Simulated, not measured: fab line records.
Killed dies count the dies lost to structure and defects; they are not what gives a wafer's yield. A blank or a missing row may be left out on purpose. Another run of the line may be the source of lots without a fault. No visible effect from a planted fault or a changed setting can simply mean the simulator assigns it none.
fab line records    flow n5-finfet
record: lots: 24  wafers: 72  last-day: 18
route steps=1938 shown SD_EPI_N@272 SD_EPI_P@305 ILD0@340
lots with no fault: from the same line, run without faults
start-h: start of the lot's first displayed wafer, in hours after the record's first day    wait-h: hours since the lot's step before    " the same as in the row above    L1.1+2: a row that stands for several wafers    - either no value or no given start    * or withheld: withheld    < > ~ a bound
route shown NAME@n: a module of which the file shows steps, and the number in the route of the first    usual: mean/standard deviation taken from wafers without a fault    same: alike in all rows    chamber/n: place in a boat    sites: readings site by site    _std_site: how widely they spread, as a standard deviation    _edge_site: inner sites' mean taken away from outer sites' mean    radius-mm: how far each site lies from the wafer's centre    mask NAME#n: copy n    behind: the last tool/chamber to shape the wafer    hold: the reason the lot was held/the length of the hold in hours/how it ended    device: which transistor (n, p or np) failed to switch    end of line: tests of these same wafers at the route's end    a step with no rows: only its recipe    killed: count of dies lost to structure and defects at first sort (not the wafer's yield)    map: shows each die of a wafer: x if killed, . if not, _ if none is there
set.NAME: the run value of the setting; set.NAME@STEP: its run value at that earlier step    model.NAME: the simulator's own value behind a step, which no gauge read
a sample of lots followed through the steps of the route, with each step as a table and each wafer as a row
services: the hour from which a tool's chamber was out of use, counted from the record's first day as start-h (under 0 if before that day), plus the number of hours and why
== steps ==
step: N5_SD_EPI_N_INSPECT_11
recipe: mode: adi  inspect-instrument: macro
usual: raw-defect-count: 2.2/1.5
lot.wafer  tool               chamber  start-h  wait-h  raw-defect-count
L074.2     defect-inspect-01  -        47.75    0.0     1
L074.3     "                  -        "        "       0
L074.5     "                  -        "        "       3
L075.3     defect-inspect-01  -        54.32    0.0     2
L075.5     "                  -        "        "       5
L075.6     "                  -        "        "       3
L076.1     defect-inspect-02  -        62.41    0.0     2
L076.2     "                  -        "        "       1
L076.5     "                  -        "        "       2
L077.3     defect-inspect-02  -        67.17    0.0     1
L077.4     "                  -        "        "       5
L077.6     "                  -        "        "       1
L078.1     defect-inspect-02  -        74.05    0.0     2
L078.3     "                  -        "        "       2
L078.5     "                  -        "        "       2
L079.4     defect-inspect-01  -        77.05    0.0     0
L079.5     "                  -        "        "       5
L079.6     "                  -        "        "       0
L080.2     defect-inspect-02  -        84.12    0.0     2
L080.3     "                  -        "        "       5
L080.4     "                  -        "        "       1
L081.1     defect-inspect-02  -        89.75    0.0     4
L081.2     "                  -        "        "       1
L081.6     "                  -        "        "       3
L082.1     defect-inspect-01  -        101.88   0.0     2
L082.4     "                  -        "        "       1
L082.6     "                  -        "        "       0
L083.4     defect-inspect-01  -        102.89   0.0     0
L083.5     "                  -        "        "       2
L083.6     "                  -        "        "       0
L084.4     defect-inspect-02  -        108.99   0.0     2
L084.5     "                  -        "        "       4
L084.6     "                  -        "        "       4
L085.1     defect-inspect-01  -        115.10   0.0     2
L085.4     "                  -        "        "       1
L085.5     "                  -        "        "       5
L086.2     defect-inspect-01  -        123.68   0.0     2
L086.3     "                  -        "        "       4
L086.6     "                  -        "        "       2
L087.2     defect-inspect-01  -        130.87   0.0     1
L087.4     "                  -        "        "       1
L087.5     "                  -        "        "       1
L088.1     defect-inspect-01  -        133.21   0.0     1
L088.2     "                  -        "        "       2
L088.4     "                  -        "        "       6
L089.2     defect-inspect-01  -        139.00   0.0     2
L089.4     "                  -        "        "       0
L089.5     "                  -        "        "       3
L090.1     defect-inspect-01  -        145.15   0.0     2
L090.4     "                  -        "        "       0
L090.5     "                  -        "        "       2
L091.2     defect-inspect-01  -        150.41   0.0     2
L091.3     "                  -        "        "       1
L091.5     "                  -        "        "       3
L092.2     defect-inspect-01  -        157.27   0.0     1
L092.4     "                  -        "        "       0
L092.6     "                  -        "        "       3
L093.1     defect-inspect-02  -        161.88   0.0     2
L093.2     "                  -        "        "       1
L093.3     "                  -        "        "       3
L094.2     defect-inspect-01  -        168.39   0.0     2
L094.4     "                  -        "        "       4
L094.5     "                  -        "        "       4
L095.2     defect-inspect-02  -        174.03   0.0     3
L095.3     "                  -        "        "       3
L095.4     "                  -        "        "       5
L096.2     defect-inspect-02  -        181.27   0.0     3
L096.3     "                  -        "        "       2
L096.6     "                  -        "        "       6
L097.2     defect-inspect-01  -        190.46   0.0     0
L097.4     "                  -        "        "       2
L097.6     "                  -        "        "       2
step: N5_SD_EPI_N_EPI_MEAS_23
recipe: mode: xrd
usual: thk-nm: 58.5/1.1
lot.wafer  tool           chamber  start-h  wait-h  thk-nm
L074.2     film-metro-02  -        51.19    1.2     57.4
L074.3     "              -        "        "       59.3
L074.5     "              -        "        "       59.4
L075.3     film-metro-02  -        57.76    0.9     57.0
L075.5     "              -        "        "       57.1
L075.6     "              -        "        "       57.6
L076.1     film-metro-02  -        65.83    1.4     57.7
L076.2     "              -        "        "       58.9
L076.5     "              -        "        "       58.0
L077.3     film-metro-02  -        70.65    0.9     57.9
L077.4     "              -        "        "       59.4
L077.6     "              -        "        "       58.7
L078.1     film-metro-02  -        77.49    1.5     58.7
L078.3     "              -        "        "       59.3
L078.5     "              -        "        "       57.6
L079.4     film-metro-02  -        80.48    0.6     58.9
L079.5     "              -        "        "       56.7
L079.6     "              -        "        "       59.3
L080.2     film-metro-01  -        87.58    1.2     60.0
L080.3     "              -        "        "       58.8
L080.4     "              -        "        "       60.0
L081.1     film-metro-02  -        93.18    1.4     57.7
L081.2     "              -        "        "       58.2
L081.6     "              -        "        "       60.6
L082.1     film-metro-01  -        105.31   1.4     59.4
L082.4     "              -        "        "       60.9
L082.6     "              -        "        "       58.4
L083.4     film-metro-02  -        106.32   0.6     59.9
L083.5     "              -        "        "       60.1
L083.6     "              -        "        "       57.7
L084.4     film-metro-01  -        112.59   0.6     57.0
L084.5     "              -        "        "       58.5
L084.6     "              -        "        "       60.1
L085.1     film-metro-02  -        119.44   1.9     57.7
L085.4     "              -        "        "       58.8
L085.5     "              -        "        "       59.6
L086.2     film-metro-01  -        127.26   1.2     59.9
L086.3     "              -        "        "       59.8
L086.6     "              -        "        "       57.9
L087.2     film-metro-01  -        134.29   1.2     57.6
L087.4     "              -        "        "       58.9
L087.5     "              -        "        "       58.2
L088.1     film-metro-02  -        136.63   1.4     59.3
L088.2     "              -        "        "       58.2
L088.4     "              -        "        "       59.6
L089.2     film-metro-02  -        142.42   1.2     56.6
L089.4     "              -        "        "       58.7
L089.5     "              -        "        "       60.0
L090.1     film-metro-01  -        148.57   1.4     58.6
L090.4     "              -        "        "       58.0
L090.5     "              -        "        "       61.8
L091.2     film-metro-01  -        153.84   1.2     59.2
L091.3     "              -        "        "       58.5
L091.5     "              -        "        "       60.1
L092.2     film-metro-02  -        160.94   1.2     58.3
L092.4     "              -        "        "       57.1
L092.6     "              -        "        "       57.3
L093.1     film-metro-01  -        165.30   1.4     58.4
L093.2     "              -        "        "       56.9
L093.3     "              -        "        "       56.3
L094.2     film-metro-01  -        172.02   1.2     58.3
L094.4     "              -        "        "       57.8
L094.5     "              -        "        "       57.1
L095.2     film-metro-01  -        177.47   1.2     56.7
L095.3     "              -        "        "       59.0
L095.4     "              -        "        "       58.5
L096.2     film-metro-02  -        184.80   1.2     60.7
L096.3     "              -        "        "       58.7
L096.6     "              -        "        "       56.8
L097.2     film-metro-01  -        194.34   1.2     58.2
L097.4     "              -        "        "       60.3
L097.6     "              -        "        "       58.5
step: N5_SD_EPI_P_INSPECT_11
recipe: mode: adi  inspect-instrument: macro
usual: raw-defect-count: 2/1.3
lot.wafer  tool               chamber  start-h  wait-h  raw-defect-count
L074.2     defect-inspect-02  -        52.20    0.0     1
L074.3     "                  -        "        "       2
L074.5     "                  -        "        "       1
L075.3     defect-inspect-01  -        58.65    0.0     0
L075.5     "                  -        "        "       2
L075.6     "                  -        "        "       4
L076.1     defect-inspect-02  -        66.71    0.0     4
L076.2     "                  -        "        "       3
L076.5     "                  -        "        "       2
L077.3     defect-inspect-01  -        71.53    0.0     2
L077.4     "                  -        "        "       4
L077.6     "                  -        "        "       5
L078.1     defect-inspect-02  -        78.80    0.0     0
L078.3     "                  -        "        "       3
L078.5     "                  -        "        "       0
L079.4     defect-inspect-02  -        82.39    0.0     4
L079.5     "                  -        "        "       1
L079.6     "                  -        "        "       1
L080.2     defect-inspect-02  -        88.59    0.0     3
L080.3     "                  -        "        "       2
L080.4     "                  -        "        "       2
L081.1     defect-inspect-02  -        95.21    0.0     1
L081.2     "                  -        "        "       2
L081.6     "                  -        "        "       0
L082.1     defect-inspect-02  -        106.57   0.0     2
L082.4     "                  -        "        "       0
L082.6     "                  -        "        "       2
L083.4     defect-inspect-02  -        107.29   0.0     2
L083.5     "                  -        "        "       5
L083.6     "                  -        "        "       2
L084.4     defect-inspect-02  -        113.47   0.0     3
L084.5     "                  -        "        "       1
L084.6     "                  -        "        "       1
L085.1     defect-inspect-01  -        120.45   0.0     3
L085.4     "                  -        "        "       1
L085.5     "                  -        "        "       1
L086.2     defect-inspect-02  -        128.26   0.0     1
L086.3     "                  -        "        "       0
L086.6     "                  -        "        "       1
L087.2     defect-inspect-02  -        135.31   0.0     0
L087.4     "                  -        "        "       1
L087.5     "                  -        "        "       4
L088.1     defect-inspect-02  -        138.06   0.0     1
L088.2     "                  -        "        "       4
L088.4     "                  -        "        "       3
L089.2     defect-inspect-01  -        143.43   0.0     1
L089.4     "                  -        "        "       0
L089.5     "                  -        "        "       1
L090.1     defect-inspect-01  -        149.58   0.0     2
L090.4     "                  -        "        "       3
L090.5     "                  -        "        "       1
L091.2     defect-inspect-01  -        154.84   0.0     3
L091.3     "                  -        "        "       2
L091.5     "                  -        "        "       4
L092.2     defect-inspect-02  -        162.26   0.0     2
L092.4     "                  -        "        "       3
L092.6     "                  -        "        "       0
L093.1     defect-inspect-01  -        166.52   0.0     0
L093.2     "                  -        "        "       2
L093.3     "                  -        "        "       2
L094.2     defect-inspect-01  -        173.02   0.0     2
L094.4     "                  -        "        "       2
L094.5     "                  -        "        "       3
L095.2     defect-inspect-01  -        178.56   0.0     2
L095.3     "                  -        "        "       3
L095.4     "                  -        "        "       1
L096.2     defect-inspect-01  -        185.74   0.0     4
L096.3     "                  -        "        "       2
L096.6     "                  -        "        "       2
L097.2     defect-inspect-01  -        195.43   0.0     2
L097.4     "                  -        "        "       2
L097.6     "                  -        "        "       3
step: N5_SD_EPI_P_ETCH_36
recipe: chemistry: CF4  target: SiARC  target-depth-a: 455  mask-material: CAR-ArF-block  time-s: 75.8  ion-energy-ev: 80  pressure-mtorr: 40  source-w: 545  bias-w: 36  Ar_flow_sccm: 100  cf4-flow-sccm: 100  ends: cleared
usual: drypump-motor-current-A: 5.9/0.45  etch-rf-on-time-s: 78.6/2  oes-product-au: 0.66/0.083  rf-vpp-V: 184.0/1.2  showerhead-plenum-p-Torr: 2.13/0.076  throttle-valve-pct: 15.55/0.26
lot.wafer  tool         chamber  start-h  wait-h  drypump-motor-current-A  etch-rf-on-time-s  oes-product-au  rf-hours-counter-h  rf-vpp-V  showerhead-plenum-p-Torr  throttle-valve-pct
L074.2     rie-diel-01  0        52.79    0.0     5.6                      75.9               0.58            244                 183.9     2.19                      15.48
L074.3     "            1        "        "       5.5                      76.1               0.65            145                 185.5     2.23                      15.71
L074.5     "            1        "        "       5.5                      76.5               0.66            -                   185.3     2.23                      15.69
L075.3     rie-diel-06  0        58.72    0.0     6.8                      80.6               0.61            150                 183.8     2.21                      15.53
L075.5     "            3        "        "       5.7                      81.7               0.56            -                   183.5     2.12                      15.87
L075.6     "            0        "        "       6.7                      81.0               0.62            -                   186.1     2.21                      15.54
L076.1     rie-diel-01  0        66.78    0.0     5.7                      75.6               0.57            248                 184.2     2.18                      15.48
L076.2     "            2        "        "       5.4                      76.0               0.64            174                 182.5     2.06                      15.58
L076.5     "            2        "        "       5.4                      75.7               0.64            -                   183.2     2.06                      15.57
L077.3     rie-diel-01  3        71.60    0.0     6.0                      80.4               0.58            196                 182.9     2.04                      15.58
L077.4     "            0        "        "       5.6                      76.4               0.56            249                 184.6     2.18                      15.48
L077.6     "            2        "        "       5.4                      76.5               0.64            -                   183.4     2.06                      15.59
L078.1     rie-diel-06  0        78.87    0.0     6.8                      80.5               0.61            157                 184.3     2.20                      15.55
L078.3     "            2        "        "       6.1                      78.0               0.62            155                 182.9     2.05                      15.94
L078.5     "            1        "        "       6.4                      78.0               0.84            -                   182.1     2.11                      15.24
L079.4     rie-diel-02  1        82.49    0.0     5.7                      77.4               0.83            -                   184.5     2.27                      15.07
L079.5     "            3        "        "       6.2                      74.2               0.63            -                   183.3     2.05                      15.83
L079.6     "            0        "        "       5.8                      79.6               0.60            -                   184.9     2.20                      15.50
L080.2     rie-diel-06  2        88.66    0.0     6.1                      78.0               0.62            159                 182.9     2.05                      15.97
L080.3     "            0        "        "       6.8                      80.4               0.61            161                 185.8     2.20                      15.56
L080.4     "            0        "        "       6.7                      80.5               0.60            -                   185.1     2.20                      15.58
L081.1     rie-diel-02  3        95.28    0.0     6.2                      74.1               0.62            191                 183.8     2.05                      15.81
L081.2     "            0        "        "       5.8                      80.4               0.60            163                 185.2     2.20                      15.50
L081.6     "            0        "        "       5.8                      80.0               0.60            -                   183.1     2.20                      15.50
L082.1     rie-diel-06  1        106.64   0.0     6.4                      78.0               0.80            11                  183.4     2.11                      15.25
L082.4     "            2        "        "       6.1                      78.6               0.62            165                 183.7     2.05                      15.98
L082.6     "            1        "        "       6.5                      78.1               0.80            -                   183.9     2.11                      15.25
L083.4     rie-diel-02  0        107.36   0.0     5.8                      79.2               0.60            167                 186.5     2.20                      15.51
L083.5     "            3        "        "       6.2                      73.8               0.62            -                   184.4     2.05                      15.84
L083.6     "            0        "        "       5.8                      79.6               0.60            -                   184.3     2.20                      15.53
L084.4     rie-diel-02  1        113.54   0.0     5.8                      77.6               0.79            11                  186.5     2.27                      15.08
L084.5     "            1        "        "       5.7                      78.2               0.79            -                   186.5     2.27                      15.09
L084.6     "            2        "        "       5.1                      78.2               0.68            -                   184.8     2.17                      15.57
L085.1     rie-diel-06  1        120.52   0.0     6.5                      77.8               0.79            17                  184.1     2.10                      15.25
L085.4     "            2        "        "       6.1                      79.6               0.61            169                 182.3     2.05                      15.98
L085.5     "            2        "        "       6.1                      78.7               0.61            -                   182.2     2.05                      15.98
L086.2     rie-diel-02  1        128.34   0.0     5.7                      78.4               0.77            15                  185.7     2.27                      15.10
L086.3     "            0        "        "       5.8                      80.7               0.59            173                 185.4     2.20                      15.53
L086.6     "            1        "        "       5.8                      78.1               0.77            -                   185.2     2.27                      15.09
L087.2     rie-diel-01  2        135.46   0.0     5.4                      76.0               0.62            195                 182.4     2.05                      15.61
L087.4     "            0        "        "       5.6                      76.0               0.80            12                  184.2     2.18                      15.00
L087.5     "            0        "        "       5.6                      75.6               0.79            -                   183.8     2.18                      15.00
L088.1     rie-diel-06  0        138.18   0.0     6.7                      79.7               0.61            178                 185.1     2.20                      15.59
L088.2     "            1        "        "       6.4                      77.7               0.78            23                  182.7     2.10                      15.26
L088.4     "            3        "        "       5.8                      80.2               0.77            16                  184.0     2.11                      15.41
L089.2     rie-diel-02  0        143.49   0.0     5.8                      81.1               0.58            178                 184.4     2.20                      15.55
L089.4     "            3        "        "       6.2                      75.5               0.61            206                 182.0     2.05                      15.82
L089.5     "            0        "        "       5.8                      80.9               0.59            -                   184.7     2.20                      15.53
L090.1     rie-diel-06  3        150.48   0.0     5.8                      79.4               0.77            19                  185.4     2.11                      15.42
L090.4     "            0        "        "       6.7                      80.2               0.61            181                 183.9     2.20                      15.62
L090.5     "            0        "        "       6.7                      80.7               0.60            -                   185.4     2.20                      15.60
L091.2     rie-diel-06  0        156.67   0.0     6.8                      81.3               0.59            185                 184.1     2.20                      15.62
L091.3     "            1        "        "       6.5                      78.7               0.76            30                  185.3     2.10                      15.28
L091.5     "            0        "        "       6.8                      81.2               0.59            -                   184.7     2.20                      15.61
L092.2     rie-diel-01  3        162.89   0.0     6.0                      80.5               0.57            227                 184.2     2.03                      15.64
L092.4     "            2        "        "       5.4                      76.1               0.62            206                 182.3     2.05                      15.63
L092.6     "            3        "        "       6.0                      80.9               0.56            -                   182.9     2.03                      15.63
L093.1     rie-diel-06  0        166.59   0.0     6.8                      79.8               0.60            186                 184.8     2.19                      15.62
L093.2     "            3        "        "       5.7                      79.6               0.75            28                  183.1     2.10                      15.42
L093.3     "            2        "        "       6.1                      78.8               0.60            184                 182.9     2.04                      16.02
L094.2     rie-diel-02  3        173.09   0.0     6.2                      74.6               0.61            210                 183.4     2.04                      15.87
L094.4     "            1        "        "       5.8                      79.3               0.75            25                  185.5     2.26                      15.11
L094.5     "            1        "        "       5.7                      78.4               0.76            -                   185.3     2.26                      15.11
L095.2     rie-diel-02  0        178.63   0.0     5.8                      82.1               0.57            185                 184.8     2.19                      15.55
L095.3     "            2        "        "       5.1                      79.7               0.67            81                  182.4     2.16                      15.60
L095.4     "            3        "        "       6.2                      76.2               0.60            -                   182.2     2.04                      15.87
L096.2     rie-diel-06  2        185.81   0.0     6.1                      78.7               0.60            189                 183.0     2.04                      16.02
L096.3     "            1        "        "       6.5                      78.6               0.75            40                  183.9     2.10                      15.30
L096.6     "            3        "        "       5.8                      79.4               0.75            -                   184.0     2.10                      15.45
L097.2     rie-diel-02  1        195.67   0.0     5.8                      78.7               0.75            31                  186.1     2.26                      15.11
L097.4     "            2        "        "       5.1                      79.7               0.66            -                   183.8     2.16                      15.60
L097.6     "            1        "        "       5.7                      78.4               0.74            -                   186.2     2.26                      15.11
step: N5_SD_EPI_P_EPI_MEAS_23
recipe: mode: xrd
usual: thk-nm: 61.1/1.2
lot.wafer  tool           chamber  start-h  wait-h  thk-nm
L074.2     film-metro-01  -        57.14    2.0     61.8
L074.3     "              -        "        "       60.6
L074.5     "              -        "        "       59.7
L075.3     film-metro-01  -        62.25    1.1     59.9
L075.5     "              -        "        "       62.0
L075.6     "              -        "        "       60.9
L076.1     film-metro-01  -        70.29    1.8     60.9
L076.2     "              -        "        "       62.3
L076.5     "              -        "        "       61.0
L077.3     film-metro-01  -        75.16    1.1     62.4
L077.4     "              -        "        "       61.8
L077.6     "              -        "        "       63.0
L078.1     film-metro-02  -        82.39    1.8     61.5
L078.3     "              -        "        "       60.3
L078.5     "              -        "        "       61.4
L079.4     film-metro-02  -        86.00    0.8     59.5
L079.5     "              -        "        "       61.4
L079.6     "              -        "        "       63.1
L080.2     film-metro-01  -        92.17    1.5     62.8
L080.3     "              -        "        "       62.5
L080.4     "              -        "        "       60.7
L081.1     film-metro-01  -        98.79    1.8     62.7
L081.2     "              -        "        "       64.1
L081.6     "              -        "        "       60.4
L082.1     film-metro-01  -        110.15   1.8     59.8
L082.4     "              -        "        "       61.2
L082.6     "              -        "        "       62.2
L083.4     film-metro-02  -        110.89   0.8     61.4
L083.5     "              -        "        "       62.2
L083.6     "              -        "        "       61.0
L084.4     film-metro-02  -        117.05   0.8     59.6
L084.5     "              -        "        "       60.9
L084.6     "              -        "        "       62.5
L085.1     film-metro-02  -        124.02   1.8     59.3
L085.4     "              -        "        "       59.3
L085.5     "              -        "        "       60.7
L086.2     film-metro-02  -        131.86   1.5     61.9
L086.3     "              -        "        "       59.8
L086.6     "              -        "        "       61.2
L087.2     film-metro-01  -        138.97   1.5     59.7
L087.4     "              -        "        "       60.9
L087.5     "              -        "        "       59.7
L088.1     film-metro-01  -        141.69   1.8     61.4
L088.2     "              -        "        "       57.8
L088.4     "              -        "        "       58.5
L089.2     film-metro-01  -        147.00   1.5     60.5
L089.4     "              -        "        "       62.1
L089.5     "              -        "        "       59.2
L090.1     film-metro-01  -        154.00   1.9     61.8
L090.4     "              -        "        "       61.3
L090.5     "              -        "        "       60.9
L091.2     film-metro-01  -        160.18   1.5     62.8
L091.3     "              -        "        "       63.0
L091.5     "              -        "        "       61.8
L092.2     film-metro-01  -        167.24   2.0     60.6
L092.4     "              -        "        "       61.0
L092.6     "              -        "        "       62.3
L093.1     film-metro-01  -        170.09   1.8     62.6
L093.2     "              -        "        "       62.5
L093.3     "              -        "        "       61.5
L094.2     film-metro-01  -        178.56   2.6     61.9
L094.4     "              -        "        "       63.0
L094.5     "              -        "        "       60.1
L095.2     film-metro-01  -        182.14   1.5     59.9
L095.3     "              -        "        "       62.3
L095.4     "              -        "        "       63.1
L096.2     film-metro-02  -        190.16   2.0     58.8
L096.3     "              -        "        "       60.7
L096.6     "              -        "        "       61.9
L097.2     film-metro-02  -        199.19   1.5     63.3
L097.4     "              -        "        "       59.5
L097.6     "              -        "        "       61.1
step: N5_ILD0_CMP_07
recipe: stop-on: poly-Si  material: SiO2_flowable  t-overpolish-s: 1.18  post-cmp-clean: alkaline-brush  down-force-psi: 4.1491  platen-rpm: 51.796  pad-velocity-m-s: 1.0306  target-thk-nm: 138.88
usual: motor-current-A: 12.1/1.2  pad-life-wafers: 1126/700  slurry-filter-dp-kPa: 13.52/0.13
lot.wafer  tool    chamber  start-h  wait-h  motor-current-A  pad-life-wafers  slurry-filter-dp-kPa
L074.3     cmp-04  1        61.07    0.1     11.2             1021             13.43
L074.2     "       2        "        "       11.3             1022             13.54
L074.5     "       0        "        "       13.3             -                13.69
L075.3     cmp-03  2        66.91    0.0     11.3             1512             13.58
L075.6     "       2        "        "       11.4             -                13.48
L075.5     "       3        "        "       12.4             -                13.62
L076.2     cmp-03  0        74.18    0.1     13.7             1592             13.36
L076.1     "       1        "        "       11.9             1593             13.64
L076.5     "       2        "        "       11.8             -                13.53
L077.4     cmp-03  3        78.96    0.0     12.8             1626             13.34
L077.3     "       0        "        "       13.1             1627             13.64
L077.6     "       0        "        "       14.3             -                13.56
L078.3     cmp-03  1        86.83    0.1     11.5             1718             13.48
L078.1     "       2        "        "       12.3             1719             13.46
L078.5     "       0        "        "       13.6             -                13.74
L079.4     cmp-03  0        89.75    0.1     13.1             1735             13.49
L079.6     "       3        "        "       13.0             -                13.51
L079.5     "       0        "        "       14.1             -                13.66
L080.4     cmp-01  1        97.03    0.0     13.4             108              13.77
L080.3     "       2        "        "       12.6             109              13.55
L080.2     "       0        "        "       9.5              111              13.53
L081.2     cmp-03  3        102.81   0.1     12.3             1878             13.47
L081.1     "       2        "        "       11.7             1881             13.60
L081.6     "       3        "        "       12.2             -                13.51
L082.1     cmp-04  0        114.21   0.1     12.8             1482             13.59
L082.4     "       3        "        "       12.3             1485             13.60
L082.6     "       0        "        "       12.4             -                13.51
L083.4     cmp-03  1        115.01   0.1     11.8             2049             13.59
L083.6     "       2        "        "       11.6             -                13.75
L083.5     "       3        "        "       12.5             -                13.30
L084.4     cmp-04  1        120.90   0.1     11.5             1561             13.47
L084.6     "       0        "        "       12.6             -                13.41
L084.5     "       1        "        "       11.2             -                13.62
L085.4     cmp-03  1        127.69   0.0     12.4             24               13.49
L085.1     "       0        "        "       13.1             27               13.58
L085.5     "       2        "        "       11.7             -                13.59
L086.2     cmp-01  3        135.84   0.2     10.7             474              13.39
L086.3     "       2        "        "       12.3             477              13.38
L086.6     "       3        "        "       10.0             -                13.35
L087.2     cmp-04  3        142.73   0.0     12.4             1692             13.49
L087.4     "       2        "        "       11.3             1695             13.46
L087.5     "       0        "        "       12.4             -                13.68
L088.2     cmp-04  2        145.40   0.1     11.0             1717             13.48
L088.1     "       3        "        "       12.9             1718             13.65
L088.4     "       0        "        "       12.9             1719             13.63
L089.4     cmp-03  0        151.23   0.0     14.0             228              13.71
L089.2     "       2        "        "       11.7             230              13.38
L089.5     "       0        "        "       13.5             -                13.42
L090.4     cmp-04  0        157.67   0.0     13.0             1824             13.65
L090.1     "       1        "        "       10.2             1825             13.61
L090.5     "       0        "        "       12.7             -                13.63
L091.3     cmp-01  2        164.48   0.1     11.9             668              13.22
L091.2     "       3        "        "       10.6             669              13.43
L091.5     "       0        "        "       9.3              -                13.55
L092.2     cmp-03  3        171.05   0.0     12.2             366              13.61
L092.4     "       1        "        "       12.3             368              13.56
L092.6     "       3        "        "       12.5             -                13.50
L093.3     cmp-01  3        173.76   0.0     10.6             738              13.78
L093.2     "       0        "        "       9.7              739              13.55
L093.1     "       2        "        "       12.0             741              13.51
L094.2     cmp-04  3        182.24   0.0     12.3             2034             13.53
L094.4     "       1        "        "       10.9             2036             13.21
L094.5     "       0        "        "       12.6             -                13.33
L095.3     cmp-01  1        185.84   0.1     14.4             835              13.26
L095.4     "       2        "        "       12.2             836              13.78
L095.2     "       3        "        "       10.6             837              13.60
L096.3     cmp-04  0        193.89   0.1     12.6             19               13.46
L096.2     "       2        "        "       11.0             21               13.61
L096.6     "       3        "        "       12.4             -                13.50
L097.2     cmp-04  0        203.23   0.0     13.0             96               13.59
L097.4     "       3        "        "       12.6             99               13.46
L097.6     "       0        "        "       13.3             -                13.53
== services ==
tool         chamber  start-h  hours  kind
rie-diel-06  1        52.70    -      clean
rie-diel-06  1        52.70    -      consumable-replace:focus-ring
rie-diel-06  1        52.70    20.2   scheduled-down
cmp-01       -        53.99    4.0    pm
cmp-03       -        58.84    0.6    repair
cmp-01       -        59.07    27.1   pm
cmp-03       -        59.51    1.1    repair
rie-diel-02  2        80.85    8.0    repair
cmp-04       -        96.01    11.8   repair
cmp-01       -        103.87   0.8    repair
cmp-01       -        111.75   2.6    repair
cmp-03       -        120.50   4.0    pm
cmp-01       -        120.74   0.5    repair
rie-diel-02  3        134.23   1.3    repair
cmp-04       -        134.27   5.4    pm
cmp-03       -        140.21   1.1    repair
cmp-01       -        144.64   0.2    repair
rie-diel-02  -        147.33   14.6   pm
cmp-01       -        150.16   2.5    repair
cmp-03       -        156.23   4.1    pm
rie-diel-02  1        176.33   5.3    repair
cmp-04       -        187.07   4.0    pm
cmp-03       -        197.97   1.2    repair
rie-diel-01  3        198.80   7.3    repair
== key ==
fault none
